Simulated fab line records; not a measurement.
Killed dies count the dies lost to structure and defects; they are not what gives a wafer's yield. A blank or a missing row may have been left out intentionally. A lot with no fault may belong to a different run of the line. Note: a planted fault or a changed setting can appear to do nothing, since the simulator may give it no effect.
Lot-split experiment ; flow n5_finfet ; 39 wafers read across 7 lots, on a route 1938 steps long

## SPLIT DETAILS
At N5_BEOL_M8_ILD_DEP_00 (deposits SiCOH lowk from DEMS/porogen, target thk 179.75 nm, time 33.4 s), the setting target_thk_a was moved away from the recipe's 1797.5 angstrom on 6 of the 39 wafers read, by -30.5% to +35.5%. This setting was run at the recipe's value on the other wafers.

## FROM THE SPLIT TO THE READING: what the file shows between them, 1 step
- N5_BEOL_M8_CURE_74: cures SiCOH lowk, time 240 s

## THE READING
M8_ILD_THK at N5_BEOL_M8_THK_MEAS_01, in nm. Fault-free wafers of this fab line usually give 155.1 nm, standard deviation 2 nm.

wafer;tool, chamber at the split;target_thk_a as run, angstrom;against the recipe;M8_ILD_THK, nm;against lot-mates on the recipe
L079.1;pecvd-01, 1;1797.5;recipe;154.2;-
L079.2;pecvd-01, 2;2435;+35.5%;211.2;+55.4
L079.3;pecvd-01, 0;2435;+35.5%;210.1;+54.3
L079.4;pecvd-01, 2;2435;+35.5%;213.4;+57.6
L079.5;pecvd-01, 0;1797.5;recipe;156.5;-
L079.6;pecvd-01, 1;1797.5;recipe;156.6;-
L080.1;pecvd-01, 1;1797.5;recipe;153.9;-
L080.2;pecvd-01, 0;1797.5;recipe;154.7;-
L080.3;pecvd-01, 2;1797.5;recipe;156.3;-
L080.4;pecvd-01, 1;1797.5;recipe;157.3;-
L080.5;pecvd-01, 2;1797.5;recipe;159.1;-
L080.6;pecvd-01, 0;1797.5;recipe;157.7;-
L081.1;pecvd-01, 2,0;1797.5;recipe;155.0;-
L081.2;pecvd-01, 1;1249;-30.5%;106.3;-48.8
L081.3;pecvd-01, 2,0;1797.5;recipe;154.7;-
L081.4;pecvd-01, 2;1797.5;recipe;155.7;-
L081.5;pecvd-01, 1;1249;-30.5%;107.4;-47.7
L081.6;pecvd-01, 0;1249;-30.5%;109.3;-45.8
L084.1;pecvd-03, 0;1797.5;recipe;154.3;-
L084.2;pecvd-03, 2;1797.5;recipe;151.8;-
L084.3;pecvd-03, 1;1797.5;recipe;153.1;-
L084.4;pecvd-03, 1;1797.5;recipe;157.7;-
L084.5;pecvd-03, 0;1797.5;recipe;156.2;-
L084.6;pecvd-03, 2;1797.5;recipe;153.5;-
L089.1;pecvd-01, 2;1797.5;recipe;157.4;-
L089.2;pecvd-01, 0;1797.5;recipe;155.2;-
L089.3;pecvd-01, 1;1797.5;recipe;151.8;-
L089.4;pecvd-01, 2;1797.5;recipe;159.9;-
L089.5;pecvd-01, 1;1797.5;recipe;155.8;-
L089.6;pecvd-01, 0;1797.5;recipe;155.4;-
L090.1;pecvd-03, 0;1797.5;recipe;153.8;-
L090.2;pecvd-03, 2;1797.5;recipe;155.6;-
L090.3;pecvd-03, 1;1797.5;recipe;156.4;-
L095.1;pecvd-03, 2;1797.5;recipe;154.9;-
L095.2;pecvd-03, 1;1797.5;recipe;154.2;-
L095.3;pecvd-03, 0;1797.5;recipe;154.6;-
L095.4;pecvd-03, 0;1797.5;recipe;155.2;-
L095.5;pecvd-03, 2;1797.5;recipe;157.2;-
L095.6;pecvd-03, 1;1797.5;recipe;156.3;-
Rows listing several chambers each stand for several wafers; the file does not say which wafer went through which chamber.

THE FIT
A straight line over all 39 wafers: M8_ILD_THK changes by +1.58 nm for each +1% of target_thk_a; r = +1.00; the points scatter about the line by 1.8 nm.
The same after taking each lot's own level away (the mean of its wafers on the recipe; 39 wafers): +1.57 nm for each +1%; r = +1.00; scatter 1.7 nm.
According to that fit, moving target_thk_a by its largest amount changes the reading by 56 nm.
From 154.43 to 156.50 nm: that is the span of the lots' own levels, equal to 1.0 times the standard deviation above.
Hence the lot-to-lot level has little effect on the slope; both slopes agree.
Check: with one of the wafers moved furthest among these (+35.5%) left out of the fit, the line predicts +55.6 nm for it against its lot-mates. Against them it came out at +55.4 nm.

## THE OTHER SPLITS THESE WAFERS WENT THROUGH
Note: prior to the reading, these wafers also went through further splits. Each is held against what the fit with the lots' levels taken away leaves over:
other split on the same wafers;wafers away from the commonest value;r with M8_ILD_THK (lot level and that fit taken away)
N5_BEOL_M6_TRENCH_ETCH_37 time_s;12;-0.04

## THE WHOLE CHAIN: every reading that the file lists as answering this split, in the file's order
step;what it does;reading;change (the file's fit);r (the file's)
N5_BEOL_M8_ILD_DEP_00;deposits SiCOH lowk from DEMS/porogen, target thk 179.75 nm, time 33.4 s;SiCOH_lowk_of_BEOL_M8_ILD_DEP_00.thk_nm (the simulator's own value, which no gauge read);+1.8 nm for each +1% of the setting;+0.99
N5_BEOL_M8_CURE_74;cures SiCOH lowk, time 240 s;SiCOH_lowk_of_BEOL_M8_ILD_DEP_00.thk_nm (the simulator's own value, which no gauge read);+1.57 nm for each +1% of the setting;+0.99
N5_BEOL_M8_THK_MEAS_01;;M8_ILD_THK;+1.57 for each +1% of the setting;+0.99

## THE FILE'S OWN FIT
M8_ILD_THK changes by +1.57 nm for each +1% of target_thk_a, r = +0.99.
